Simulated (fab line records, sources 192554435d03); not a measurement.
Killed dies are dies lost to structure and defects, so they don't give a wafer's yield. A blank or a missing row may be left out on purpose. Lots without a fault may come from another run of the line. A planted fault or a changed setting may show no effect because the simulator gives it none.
Chamber matching | flow n5_finfet | N5_DUMMY_GATE_ETCH_29 on rie_diel-03: 4 sister chambers
The step etches underlayer in N2/H2, target depth 13 nm. 16 wafers are shown with their chamber, then 8 later ones without.

WAFERS WITH THEIR CHAMBER
wafer  | chamber | showerhead_plenum_p_Torr (Torr) | drypump_motor_current_A (A) | throttle_valve_pct (%)
L075.2 | 0       | 2.53                            | 5.6                         | 18.03
L075.4 | 1       | 2.45                            | 6.1                         | 17.62
L075.6 | 0       | 2.53                            | 5.5                         | 18.04
L076.1 | 2       | 2.66                            | 5.0                         | 17.86
L076.4 | 3       | 2.61                            | 5.4                         | 17.87
L076.6 | 0       | 2.53                            | 5.6                         | 18.03
L080.1 | 2       | 2.66                            | 5.0                         | 17.87
L080.2 | 3       | 2.61                            | 5.4                         | 17.86
L080.5 | 0       | 2.53                            | 5.6                         | 18.03
L085.3 | 2       | 2.66                            | 5.0                         | 17.87
L085.4 | 1       | 2.44                            | 6.1                         | 17.63
L085.6 | 0       | 2.53                            | 5.6                         | 18.07
L086.2 | 1       | 2.44                            | 6.1                         | 17.62
L086.3 | 2       | 2.66                            | 5.0                         | 17.90
L086.6 | 2       | 2.66                            | 5.0                         | 17.88
L087.3 | 1       | 2.44                            | 6.1                         | 17.62

SIGNATURES (means of the wafers above)
reading                  | chamber 0 | chamber 1 | chamber 2 | chamber 3 | scatter within a chamber
showerhead_plenum_p_Torr | 2.5300    | 2.4425    | 2.6600    | 2.6100    | 0.0025
drypump_motor_current_A  | 5.580     | 6.100     | 5.000     | 5.400     | 0.0258
throttle_valve_pct       | 18.0400   | 17.6225   | 17.8760   | 17.8650   | 0.0137
Rule: a wafer's distance from a chamber is the root of the sum, over the readings, of the square of ((its reading less the chamber's mean) divided by the reading's scatter). The wafer belongs to the nearest chamber; if the next one is less than 2 further off, it can't be placed. The scatter: the root of (the sum of the squares of (reading less its chamber's mean) over the shown wafers, divided by (wafers less chambers)).

WAFERS WITHOUT THEIR CHAMBER
wafer  | showerhead_plenum_p_Torr (Torr) | drypump_motor_current_A (A) | throttle_valve_pct (%)
L087.4 | 2.60                            | 5.4                         | 17.88
L087.6 | 2.53                            | 5.5                         | 18.07
L092.2 | 2.44                            | 6.1                         | 17.64
L092.3 | 2.52                            | 5.5                         | 18.07
L092.4 | 2.65                            | 5.0                         | 17.90
L096.1 | 2.59                            | 5.4                         | 17.91
L096.3 | 2.65                            | 5.0                         | 17.93
L096.6 | 2.65                            | 5.0                         | 17.91

WHICH CHAMBER EACH WENT THROUGH
wafer  | from the rows above | in truth
L087.4 | 3                   | 3
L087.6 | 0                   | 0
L092.2 | 1                   | 1
L092.3 | 0                   | 0
L092.4 | 2                   | 2
L096.1 | 3                   | 3
L096.3 | 2                   | 2
L096.6 | 2                   | 2
Placed correctly: 8 of 8. Can't be placed from these rows: 0. Placed wrongly: 0.
